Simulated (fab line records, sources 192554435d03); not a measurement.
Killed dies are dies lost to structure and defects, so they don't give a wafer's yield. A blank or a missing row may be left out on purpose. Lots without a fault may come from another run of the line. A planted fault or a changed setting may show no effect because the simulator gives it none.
Chamber matching | flow n5_finfet | N5_BEOL_M8_STRIP_19 on rie_diel-06: 4 sister chambers
The step strips in O2. 16 wafers are shown with their chamber, then 8 later ones without.

WAFERS WITH THEIR CHAMBER
wafer  | chamber | drypump_motor_current_A (A) | showerhead_plenum_p_Torr (Torr) | throttle_valve_pct (%)
L080.1 | 0       | 6.4                         | 2.06                            | 16.36
L080.2 | 3       | 5.1                         | 2.06                            | 16.53
L080.3 | 1       | 5.6                         | 1.92                            | 17.00
L080.4 | 2       | 5.6                         | 2.14                            | 16.49
L080.5 | 0       | 6.4                         | 2.06                            | 16.37
L080.6 | 3       | 5.1                         | 2.06                            | 16.53
L079.1 | 1       | 5.6                         | 1.92                            | 16.99
L079.3 | 3       | 5.1                         | 2.06                            | 16.51
L079.4 | 2       | 5.6                         | 2.14                            | 16.50
L086.1 | 0       | 6.5                         | 2.05                            | 16.41
L086.3 | 1       | 5.6                         | 1.92                            | 17.05
L086.4 | 2       | 5.6                         | 2.13                            | 16.53
L089.1 | 1       | 5.6                         | 1.92                            | 17.02
L089.3 | 0       | 6.5                         | 2.05                            | 16.40
L089.4 | 3       | 5.1                         | 2.05                            | 16.57
L096.1 | 2       | 5.6                         | 2.13                            | 16.54

SIGNATURES (means of the wafers above)
reading                  | chamber 0 | chamber 1 | chamber 2 | chamber 3 | scatter within a chamber
drypump_motor_current_A  | 6.450     | 5.600     | 5.600     | 5.100     | 0.0289
showerhead_plenum_p_Torr | 2.0550    | 1.9200    | 2.1350    | 2.0575    | 0.00479
throttle_valve_pct       | 16.3850   | 17.0150   | 16.5150   | 16.5350   | 0.0248
Rule: a wafer's distance from a chamber is the root of the sum, over the readings, of the square of ((its reading less the chamber's mean) divided by the reading's scatter). The wafer belongs to the nearest chamber; if the next one is less than 2 further off, it can't be placed. The scatter: the root of (the sum of the squares of (reading less its chamber's mean) over the shown wafers, divided by (wafers less chambers)).

WAFERS WITHOUT THEIR CHAMBER
wafer  | drypump_motor_current_A (A) | showerhead_plenum_p_Torr (Torr) | throttle_valve_pct (%)
L096.2 | 5.1                         | 2.05                            | 16.60
L096.3 | 5.6                         | 1.91                            | 17.07
L096.4 | 6.4                         | 2.04                            | 16.43
L096.5 | 6.4                         | 2.04                            | 16.43
L096.6 | 5.1                         | 2.05                            | 16.60
L095.1 | 5.1                         | 2.05                            | 16.60
L095.3 | 6.5                         | 2.04                            | 16.43
L095.4 | 5.6                         | 1.91                            | 17.08

WHICH CHAMBER EACH WENT THROUGH
wafer  | from the rows above | in truth
L096.2 | 3                   | 3
L096.3 | 1                   | 1
L096.4 | 0                   | 0
L096.5 | 0                   | 0
L096.6 | 3                   | 3
L095.1 | 3                   | 3
L095.3 | 0                   | 0
L095.4 | 1                   | 1
Placed correctly: 8 of 8. Can't be placed from these rows: 0. Placed wrongly: 0.
